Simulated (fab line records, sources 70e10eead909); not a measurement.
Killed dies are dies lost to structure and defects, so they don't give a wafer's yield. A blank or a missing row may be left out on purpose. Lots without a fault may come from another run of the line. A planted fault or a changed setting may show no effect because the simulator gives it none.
fab line records | flow nand_harc
record lots=24 wafers=72 last_day=33
route steps=1302 shown A_CONTACT@1001
lots that met no fault: from a run of the same line without faults
start_h: hours from the record's first day to the start of the lot's first wafer shown | wait_h: hours since the lot's step before | " the same as in the row above | L1.1+2: a row that stands for several wafers | - no value, or no start given | * or withheld: withheld | < > ~ a bound
route shown NAME@n: a module of which the file shows steps, and the number in the route of the first | usual: mean/standard deviation of fault-free wafers | same: alike in all rows | chamber/n: place in a boat | sites: the reading at each site | _std_site: their standard deviation | _edge_site: outer sites' mean less inner sites' | radius_mm: how far each site lies from the wafer's centre | mask NAME#n: copy n | behind: the tool/chamber that last shaped the wafer | hold: why the lot was held/for how many hours/how that ended | device: the transistor (n, p or np) that didn't switch | end of line: the same wafers' tests at the end of the route | a step without rows: its recipe alone | killed: dies lost to structure and defects at the first sort, not the wafer's yield | map: a wafer's dies, x killed, . not, _ none there
set.NAME: the setting as run; set.NAME@STEP: as run at that earlier step | model.NAME: the simulator's own value behind a step, which no gauge read
steps of the route over a sample of lots; a table a step, a row a wafer
services: from which hour (start_h, from the record's first day; less than 0 if before it) a tool's chamber was out of use, for how many hours, and why
## steps
# step NHARC_A_CONTACT_ETCH_48
# recipe target_depth_a=390 over_etch_frac=0.3 time_s=65 ion_energy_ev=80 cf4_flow_sccm=150 ar_flow_sccm=0 rf_w=300 bias_w=100 chemistry=CF4
# usual drypump_motor_current_A=5.6/0.49 oes_product_au=1.000/0.0082 rf_vpp_V=151.5/1.2 showerhead_plenum_p_Torr=1.78/0.072 throttle_valve_pct=13.284/0.0088
# columns lot.wafer tool chamber start_h wait_h drypump_motor_current_A oes_product_au rf_hours_counter_h rf_vpp_V showerhead_plenum_p_Torr throttle_valve_pct
L074.3 rie_diel-04 1 482.40 0.1 4.8 1.000 36 150.1 1.68 13.273
L074.4 " 3 " " 5.3 1.000 37 150.7 1.81 13.287
L074.6 " 1 " " 4.8 1.011 - 149.8 1.68 13.294
L075.3 rie_diel-04 3 501.25 0.1 5.3 1.011 42 151.8 1.81 13.277
L075.4 " 1 " " 4.8 1.011 41 150.7 1.68 13.295
L075.5 " 0 " " 5.8 0.990 - 152.0 1.76 13.290
L076.4 rie_diel-08 2 502.71 0.1 5.4 1.021 41 149.9 1.69 13.285
L076.6 " 1 " " 6.0 0.994 - 153.9 1.90 13.290
L076.5 " 2 " " 5.4 1.023 - 151.3 1.69 13.281
L077.4 rie_diel-04 1 509.27 0.1 4.8 1.007 43 151.0 1.68 13.278
L077.2 " 2 " " 5.8 1.000 44 152.5 1.87 13.288
L077.1 " 3 " " 5.3 0.998 45 150.7 1.81 13.294
L078.4 rie_diel-04 3 524.42 0.1 5.3 1.003 48 151.8 1.81 13.290
L078.2 " 0 " " 5.8 0.991 48 151.4 1.76 13.298
L078.6 " 1 " " 4.8 1.019 - 150.9 1.68 13.291
L080.1 rie_diel-08 3 533.69 0.1 5.7 0.998 51 150.1 1.72 13.288
L080.4 " 2 " " 5.5 0.996 49 151.6 1.69 13.271
L080.5 " 0 " " 5.3 1.004 - 151.7 1.86 13.287
L079.3 rie_diel-09 0 538.76 0.1 6.4 0.988 6 151.5 1.83 13.293
L079.1 " 2 " " 5.1 0.978 4 151.2 1.74 13.282
L079.5 " 0 " " 6.4 0.993 - 151.6 1.83 13.274
L081.2 rie_diel-09 1 550.18 0.1 6.5 1.005 9 152.1 1.73 13.272
L081.1 " 2 " " 5.1 0.995 7 151.5 1.74 13.299
L081.4 " 3 " " 5.4 1.010 7 151.7 1.82 13.278
L082.1 rie_diel-09 3 571.90 0.1 5.4 0.993 9 153.1 1.82 13.294
L082.4 " 2 " " 5.1 0.990 9 150.1 1.74 13.283
L082.6 " 3 " " 5.4 0.999 - 152.7 1.82 13.283
L083.4 rie_diel-09 3 578.69 0.1 5.5 1.008 10 152.2 1.82 13.275
L083.1 " 2 " " 5.1 1.001 11 149.9 1.74 13.282
L083.6 " 3 " " 5.5 1.000 - 151.3 1.82 13.294
L084.1 rie_diel-08 2 579.61 0.1 5.4 1.003 7 150.5 1.68 13.275
L084.6 " 1 " " 6.0 1.009 - 153.8 1.89 13.292
L084.5 " 2 " " 5.4 1.004 - 151.2 1.68 13.275
L086.3 rie_diel-08 1 593.32 0.1 6.0 0.994 14 152.3 1.89 13.287
L086.4 " 2 " " 5.4 0.999 - 151.6 1.68 13.273
L086.6 " 3 " " 5.7 0.990 - 150.6 1.71 13.295
L085.3 rie_diel-04 1 596.58 0.1 4.8 1.004 19 149.2 1.68 13.267
L085.1 " 0 " " 5.8 1.014 21 151.3 1.75 13.285
L085.5 " 1 " " 4.8 1.008 - 150.1 1.68 13.268
L089.2 rie_diel-04 2 617.03 0.6 5.8 1.009 22 151.5 1.86 13.299
L089.3 " 3 " " 5.3 1.003 19 151.5 1.80 13.276
L089.5 " 1 " " 4.8 1.009 - 150.4 1.67 13.283
L087.2 rie_diel-04 3 622.61 0.1 5.3 1.002 22 151.3 1.80 13.280
L087.4 " 0 " " 5.8 0.994 30 151.0 1.75 13.280
L087.6 " 3 " " 5.2 1.005 - 150.0 1.80 13.286
L088.2 rie_diel-09 2 624.89 0.1 5.1 0.994 20 150.7 1.73 13.283
L088.5 " 0 " " 6.3 0.992 - 152.3 1.82 13.287
L088.6 " 1 " " 6.5 1.005 - 151.1 1.72 13.275
L091.2 rie_diel-09 3 647.81 0.1 5.4 0.993 24 152.6 1.82 13.284
L091.3 " 1 " " 6.6 0.998 21 151.7 1.72 13.273
L091.5 " 2 " " 5.1 0.999 - 150.5 1.73 13.290
L090.2 rie_diel-08 0 662.33 0.1 5.3 0.996 30 151.0 1.85 13.276
L090.1 " 2 " " 5.4 1.005 35 149.1 1.68 13.279
L090.6 " 1 " " 6.0 1.003 - 154.2 1.88 13.282
L094.1 rie_diel-08 1 682.50 0.1 6.0 0.984 42 151.1 1.88 13.297
L094.3 " 2 " " 5.4 0.992 40 150.6 1.68 13.280
L094.4 " 3 " " 5.7 1.002 40 150.9 1.71 13.281
L092.4 rie_diel-08 0 682.83 0.3 5.3 1.001 35 151.4 1.85 13.294
L092.5 " 3 " " 5.7 1.000 - 150.8 1.71 13.275
L092.6 " 0 " " 5.3 0.991 - 151.8 1.85 13.276
L093.6 rie_diel-04 2 684.72 0.1 5.8 0.993 - 152.5 1.85 13.295
L093.4 " 3 " " 5.3 0.999 - 152.6 1.80 13.270
L093.5 " 1 " " 4.8 1.002 - 149.5 1.67 13.293
L095.1 rie_diel-08 3 693.57 0.1 5.7 1.004 44 150.9 1.70 13.271
L095.2 " 0 " " 5.3 1.005 39 151.6 1.85 13.291
L095.6 " 0 " " 5.3 0.995 - 152.8 1.85 13.277
L096.2 rie_diel-04 0 693.72 0.1 5.8 1.007 52 152.6 1.74 13.272
L096.5 " 0 " " 5.8 1.005 - 151.6 1.74 13.281
L096.6 " 1 " " 4.8 1.003 - 149.6 1.67 13.279
L097.2 rie_diel-09 1 715.37 0.1 6.6 0.985 6 150.7 1.72 13.275
L097.1 " 2 " " 5.1 1.000 6 151.1 1.73 13.287
L097.5 " 0 " " 6.4 0.984 - 153.3 1.82 13.284
# step NHARC_A_CONTACT_ETCH_115
# recipe source_w=withheld pressure_mtorr=20 bias_v=3000 time_s=190 target_depth_a=18500 ar_flow_sccm=withheld c4f8_flow_sccm=withheld o2_flow_sccm=withheld chemistry=C4F8/O2/Ar
# columns lot.wafer tool chamber start_h wait_h rf_hours_counter_h
L074.4 har_cap_etch-01 0 484.89 0.1 -
L074.3 " 1 " " -
L074.6 " 1 " " -
L075.4 har_cap_etch-03 1 504.02 0.2 -
L075.3 " 0 " " -
L075.5 " 0 " " -
L076.4 har_cap_etch-02 1 506.80 0.1 -
L076.5 " 1 " " -
L076.6 " 0 " " -
L077.1 har_cap_etch-03 0 511.72 0.1 43
L077.2 " 1 " " 43
L077.4 " 0 " " -
L078.2 har_cap_etch-02 0 526.85 0.1 92
L078.4 " 1 " " -
L078.6 " 1 " " -
L080.1 har_cap_etch-01 0 536.17 0.1 4
L080.4 " 0 " " -
L080.5 " 1 " " -
L079.1 har_cap_etch-03 0 541.37 0.1 48
L079.3 " 1 " " -
L079.5 " 1 " " -
L081.2 har_cap_etch-03 1 552.76 0.1 51
L081.1 " 0 " " 51
L081.4 " 1 " " -
L082.1 har_cap_etch-01 1 574.35 0.1 9
L082.4 " 1 " " -
L082.6 " 0 " " -
L083.1 har_cap_etch-03 1 581.16 0.1 55
L083.4 " 0 " " -
L083.6 " 0 " " -
L084.1 har_cap_etch-02 1 582.09 0.1 102
L084.5 " 0 " " -
L084.6 " 1 " " -
L086.4 har_cap_etch-01 0 596.42 0.2 -
L086.3 " 1 " " -
L086.6 " 1 " " -
L085.1 har_cap_etch-03 1 599.07 0.1 59
L085.3 " 1 " " -
L085.5 " 1 " " -
L089.2 har_cap_etch-01 1 619.58 0.1 19
L089.3 " 1 " " -
L089.5 " 0 " " -
L087.2 har_cap_etch-03 0 625.29 0.2 64
L087.4 " 0 " " -
L087.6 " 0 " " -
L088.2 har_cap_etch-02 0 627.36 0.1 110
L088.5 " 1 " " -
L088.6 " 0 " " -
L091.2 har_cap_etch-01 1 650.25 0.1 24
L091.3 " 0 " " -
L091.5 " 0 " " -
L090.2 har_cap_etch-02 0 664.83 0.1 116
L090.1 " 1 " " 116
L090.6 " 0 " " -
L094.1 har_cap_etch-02 0 685.30 0.1 118
L094.3 " 1 " " -
L094.4 " 0 " " -
L092.4 har_cap_etch-01 0 686.23 0.1 -
L092.6 " 1 " " -
L092.5 " 0 " " -
L093.4 har_cap_etch-02 0 687.95 0.1 -
L093.6 " 1 " " -
L093.5 " 0 " " -
L095.1 har_cap_etch-01 0 696.01 0.1 30
L095.2 " 1 " " 30
L095.6 " 1 " " -
L096.2 har_cap_etch-02 0 696.40 0.2 123
L096.6 " 0 " " -
L096.5 " 1 " " -
L097.2 har_cap_etch-02 1 717.82 0.1 128
L097.1 " 0 " " 128
L097.5 " 1 " " -
# step NHARC_A_CONTACT_ETCH_120
# recipe source_w=withheld pressure_mtorr=20 bias_v=3000 time_s=190 target_depth_a=18500 ar_flow_sccm=withheld c4f8_flow_sccm=withheld o2_flow_sccm=withheld chemistry=C4F8/O2/Ar
# columns lot.wafer tool chamber start_h wait_h rf_hours_counter_h
L074.4 har_cap_etch-01 0 485.75 0.1 -
L074.3 " 1 " " -
L074.6 " 1 " " -
L075.4 har_cap_etch-03 1 505.16 0.2 -
L075.3 " 0 " " -
L075.5 " 0 " " -
L076.4 har_cap_etch-02 1 507.65 0.1 -
L076.5 " 1 " " -
L076.6 " 0 " " -
L077.1 har_cap_etch-03 0 512.69 0.2 44
L077.2 " 1 " " 44
L077.4 " 0 " " -
L078.2 har_cap_etch-02 0 527.70 0.1 93
L078.4 " 1 " " -
L078.6 " 1 " " -
L080.1 har_cap_etch-01 0 537.02 0.1 5
L080.4 " 0 " " -
L080.5 " 1 " " -
L079.1 har_cap_etch-03 0 542.22 0.1 49
L079.3 " 1 " " -
L079.5 " 1 " " -
L081.2 har_cap_etch-03 1 553.61 0.1 51
L081.1 " 0 " " 51
L081.4 " 1 " " -
L082.1 har_cap_etch-01 1 575.21 0.1 10
L082.4 " 1 " " -
L082.6 " 0 " " -
L083.1 har_cap_etch-03 1 582.02 0.1 55
L083.4 " 0 " " -
L083.6 " 0 " " -
L084.1 har_cap_etch-02 1 583.12 0.2 103
L084.5 " 0 " " -
L084.6 " 1 " " -
L086.4 har_cap_etch-01 0 597.55 0.2 -
L086.3 " 1 " " -
L086.6 " 1 " " -
L085.1 har_cap_etch-03 1 599.92 0.1 59
L085.3 " 1 " " -
L085.5 " 1 " " -
L089.2 har_cap_etch-01 1 620.43 0.1 19
L089.3 " 1 " " -
L089.5 " 0 " " -
L087.2 har_cap_etch-03 0 626.44 0.2 64
L087.4 " 0 " " -
L087.6 " 0 " " -
L088.2 har_cap_etch-02 0 628.21 0.1 111
L088.5 " 1 " " -
L088.6 " 0 " " -
L091.2 har_cap_etch-01 1 651.10 0.1 25
L091.3 " 0 " " -
L091.5 " 0 " " -
L090.2 har_cap_etch-02 0 665.68 0.1 116
L090.1 " 1 " " 116
L090.6 " 0 " " -
L094.1 har_cap_etch-02 0 686.15 0.1 119
L094.3 " 1 " " -
L094.4 " 0 " " -
L092.4 har_cap_etch-01 0 687.08 0.1 -
L092.6 " 1 " " -
L092.5 " 0 " " -
L093.4 har_cap_etch-02 0 688.80 0.1 -
L093.6 " 1 " " -
L093.5 " 0 " " -
L095.1 har_cap_etch-01 0 696.87 0.1 31
L095.2 " 1 " " 31
L095.6 " 1 " " -
L096.2 har_cap_etch-02 0 697.54 0.2 123
L096.6 " 0 " " -
L096.5 " 1 " " -
L097.2 har_cap_etch-02 1 718.68 0.1 129
L097.1 " 0 " " 129
L097.5 " 1 " " -
# step NHARC_A_CONTACT_ETCH_123
# recipe source_w=withheld pressure_mtorr=20 bias_v=400 time_s=490 target_depth_a=21100 ar_flow_sccm=withheld c4f8_flow_sccm=11.5 o2_flow_sccm=7.2 chemistry=C4F8/O2/Ar
# columns lot.wafer tool chamber start_h wait_h rf_hours_counter_h
L074.4 har_cap_etch-01 0 486.38 0.3 -
L074.3 " 1 " " -
L074.6 " 1 " " -
L075.4 har_cap_etch-03 1 506.00 0.3 -
L075.3 " 0 " " -
L075.5 " 0 " " -
L076.4 har_cap_etch-02 1 508.28 0.3 -
L076.5 " 1 " " -
L076.6 " 0 " " -
L077.1 har_cap_etch-03 0 513.36 0.2 44
L077.2 " 1 " " 44
L077.4 " 0 " " -
L078.2 har_cap_etch-02 0 528.22 0.1 93
L078.4 " 1 " " -
L078.6 " 1 " " -
L080.1 har_cap_etch-01 0 537.59 0.2 5
L080.4 " 0 " " -
L080.5 " 1 " " -
L079.1 har_cap_etch-03 0 542.80 0.2 50
L079.3 " 1 " " -
L079.5 " 1 " " -
L081.2 har_cap_etch-03 1 554.17 0.2 52
L081.1 " 0 " " 52
L081.4 " 1 " " -
L082.1 har_cap_etch-01 1 575.72 0.1 10
L082.4 " 1 " " -
L082.6 " 0 " " -
L083.1 har_cap_etch-03 1 582.59 0.2 56
L083.4 " 0 " " -
L083.6 " 0 " " -
L084.1 har_cap_etch-02 1 583.88 0.3 103
L084.5 " 0 " " -
L084.6 " 1 " " -
L086.4 har_cap_etch-01 0 598.39 0.3 -
L086.3 " 1 " " -
L086.6 " 1 " " -
L085.1 har_cap_etch-03 1 600.49 0.2 60
L085.3 " 1 " " -
L085.5 " 1 " " -
L089.2 har_cap_etch-01 1 620.94 0.1 20
L089.3 " 1 " " -
L089.5 " 0 " " -
L087.2 har_cap_etch-03 0 627.12 0.2 65
L087.4 " 0 " " -
L087.6 " 0 " " -
L088.2 har_cap_etch-02 0 628.77 0.2 112
L088.5 " 1 " " -
L088.6 " 0 " " -
L091.2 har_cap_etch-01 1 651.61 0.1 25
L091.3 " 0 " " -
L091.5 " 0 " " -
L090.2 har_cap_etch-02 0 666.20 0.1 117
L090.1 " 1 " " 117
L090.6 " 0 " " -
L094.1 har_cap_etch-02 0 686.73 0.2 119
L094.3 " 1 " " -
L094.4 " 0 " " -
L092.4 har_cap_etch-01 0 687.76 0.3 -
L092.6 " 1 " " -
L092.5 " 0 " " -
L093.4 har_cap_etch-02 0 689.50 0.3 -
L093.6 " 1 " " -
L093.5 " 0 " " -
L095.1 har_cap_etch-01 0 697.38 0.1 31
L095.2 " 1 " " 31
L095.6 " 1 " " -
L096.2 har_cap_etch-02 0 698.23 0.2 124
L096.6 " 0 " " -
L096.5 " 1 " " -
L097.2 har_cap_etch-02 1 719.19 0.1 130
L097.1 " 0 " " 130
L097.5 " 1 " " -
# step NHARC_A_CONTACT_CD_MEAS_53
# usual cd_nm=289.8/0.68
# columns lot.wafer tool chamber start_h wait_h cd_nm
L074.3 cd_sem-03 - 487.40 - 289.4
L074.4 " - " " 289.9
L074.6 " - " " 289.5
L075.3 cd_sem-01 - 507.15 - 290.0
L075.4 " - " " 290.0
L075.5 " - " " 290.4
L076.4 cd_sem-01 - 509.31 - 289.5
L076.5 " - " " 289.6
L076.6 " - " " 290.0
L077.1 cd_sem-01 - 514.73 - 289.8
L077.2 " - " " 290.0
L077.4 " - " " 289.5
L078.2 cd_sem-03 - 529.41 - 290.8
L078.4 " - " " 290.8
L078.6 " - " " 290.9
L080.1 cd_sem-01 - 538.73 - 289.6
L080.4 " - " " 290.1
L080.5 " - " " 289.7
L079.1 cd_sem-01 - 544.10 - 289.6
L079.3 " - " " 289.5
L079.5 " - " " 289.3
L081.1 cd_sem-02 - 555.36 - 290.3
L081.2 " - " " 289.8
L081.4 " - " " 289.7
L082.1 cd_sem-02 - 576.93 - 290.3
L082.4 " - " " 289.6
L082.6 " - " " 289.8
L083.1 cd_sem-02 - 583.74 - 289.5
L083.4 " - " " 289.9
L083.6 " - " " 290.0
L084.1 cd_sem-01 - 585.16 - 288.1
L084.5 " - " " 288.3
L084.6 " - " " 288.0
L086.3 cd_sem-01 - 599.54 - 289.3
L086.4 " - " " 289.4
L086.6 " - " " 289.3
L085.1 cd_sem-03 - 601.60 - 290.4
L085.3 " - " " 289.9
L085.5 " - " " 290.2
L089.2 cd_sem-01 - 622.13 - 289.9
L089.3 " - " " 290.1
L089.5 " - " " 290.0
L087.2 cd_sem-02 - 628.49 - 289.8
L087.4 " - " " 290.0
L087.6 " - " " 289.3
L088.2 cd_sem-01 - 629.89 - 290.0
L088.5 " - " " 290.1
L088.6 " - " " 289.8
L091.2 cd_sem-03 - 652.82 - 290.2
L091.3 " - " " 290.1
L091.5 " - " " 289.7
L090.1 cd_sem-01 - 667.39 - 289.7
L090.2 " - " " 290.0
L090.6 " - " " 289.9
L094.1 cd_sem-03 - 687.86 - 290.8
L094.3 " - " " 290.7
L094.4 " - " " 290.3
L092.4 cd_sem-01 - 688.70 - 290.8
L092.5 " - " " 290.5
L092.6 " - " " 290.6
L093.4 cd_sem-03 - 690.44 - 288.3
L093.5 " - " " 288.0
L093.6 " - " " 288.1
L095.1 cd_sem-01 - 698.57 - 289.6
L095.2 " - " " 289.2
L095.6 " - " " 289.1
L096.2 cd_sem-02 - 699.59 - 289.9
L096.5 " - " " 289.7
L096.6 " - " " 289.8
L097.1 cd_sem-01 - 720.38 - 291.1
L097.2 " - " " 290.4
L097.5 " - " " 291.2
# step NHARC_A_CONTACT_CD_MEAS_80
# usual cd_nm=289.7/0.74
# columns lot.wafer tool chamber start_h wait_h cd_nm
L074.3 cd_sem-03 - 497.09 - 290.7
L074.4 " - " " 289.9
L074.6 " - " " 290.0
L075.3 cd_sem-03 - 516.46 - 290.7
L075.4 " - " " 290.9
L075.5 " - " " 290.5
L076.4 cd_sem-03 - 519.65 - 289.6
L076.5 " - " " 289.3
L076.6 " - " " 289.8
L077.1 cd_sem-01 - 524.80 - 290.3
L077.2 " - " " 289.6
L077.4 " - " " 289.7
L078.2 cd_sem-01 - 538.52 - 289.4
L078.4 " - " " 289.2
L078.6 " - " " 289.7
L080.1 cd_sem-01 - 549.83 - 289.9
L080.4 " - " " 290.1
L080.5 " - " " 290.2
L079.1 cd_sem-03 - 555.35 - 289.2
L079.3 " - " " 288.9
L079.5 " - " " 289.2
L081.1 cd_sem-02 - 568.81 - 289.5
L081.2 " - " " 289.5
L081.4 " - " " 289.9
L082.1 cd_sem-01 - 590.88 - 290.5
L082.4 " - " " 290.4
L082.6 " - " " 290.5
L083.1 cd_sem-01 - 593.93 - 289.1
L083.4 " - " " 289.2
L083.6 " - " " 289.2
L084.1 cd_sem-01 - 596.86 - 287.6
L084.5 " - " " 288.6
L084.6 " - " " 288.3
L086.3 cd_sem-03 - 609.51 - 288.5
L086.4 " - " " 288.4
L086.6 " - " " 288.5
L085.1 cd_sem-02 - 610.91 - 291.0
L085.3 " - " " 290.4
L085.5 " - " " 290.5
L089.2 cd_sem-03 - 631.72 - 290.3
L089.3 " - " " 289.8
L089.5 " - " " 290.0
L087.2 cd_sem-01 - 638.32 - 290.0
L087.4 " - " " 289.7
L087.6 " - " " 289.9
L088.2 cd_sem-01 - 639.20 - 290.0
L088.5 " - " " 289.8
L088.6 " - " " 290.4
L091.2 cd_sem-03 - 664.60 - 290.5
L091.3 " - " " 290.6
L091.5 " - " " 290.8
L090.1 cd_sem-03 - 679.03 - 289.0
L090.2 " - " " 289.6
L090.6 " - " " 289.9
L094.1 cd_sem-03 - 697.20 - 290.5
L094.3 " - " " 290.4
L094.4 " - " " 290.1
L092.4 cd_sem-01 - 700.45 - 289.6
L092.5 " - " " 289.7
L092.6 " - " " 289.3
L093.4 cd_sem-02 - 702.24 - 288.3
L093.5 " - " " 288.0
L093.6 " - " " 288.2
L096.2 cd_sem-03 - 708.98 - 289.8
L096.5 " - " " 289.7
L096.6 " - " " 289.7
L095.1 cd_sem-02 - 710.55 - 289.6
L095.2 " - " " 289.8
L095.6 " - " " 289.4
L097.1 cd_sem-01 - 729.76 - 290.5
L097.2 " - " " 290.7
L097.5 " - " " 291.1
## services
# columns tool chamber start_h hours kind
rie_diel-04 0 463.62 - clean
rie_diel-04 1 463.62 - clean
rie_diel-04 2 463.62 - clean
har_cap_etch-01 - 497.00 17.0 pm
har_cap_etch-01 0 497.00 17.0 vent_cycle
har_cap_etch-01 1 497.00 17.0 vent_cycle
rie_diel-09 2 497.25 9.1 repair
rie_diel-09 - 497.34 9.0 pm
har_cap_etch-01 0 514.00 - clean
har_cap_etch-01 1 514.00 - clean
rie_diel-04 - 533.20 9.0 pm
rie_diel-04 2 556.72 1.8 repair
rie_diel-09 0 581.81 9.6 repair
rie_diel-09 1 587.72 7.1 repair
rie_diel-08 0 589.91 4.2 repair
har_cap_etch-03 - 615.84 2.5 repair
rie_diel-08 0 648.43 6.6 repair
har_cap_etch-03 - 672.17 0.1 repair
har_cap_etch-02 - 672.76 0.7 repair
rie_diel-09 - 674.34 9.0 pm
rie_diel-04 - 682.47 1.1 repair
rie_diel-04 3 695.41 1.6 repair
har_cap_etch-01 - 698.50 0.9 repair
rie_diel-04 - 710.20 9.0 pm
## key
fault none
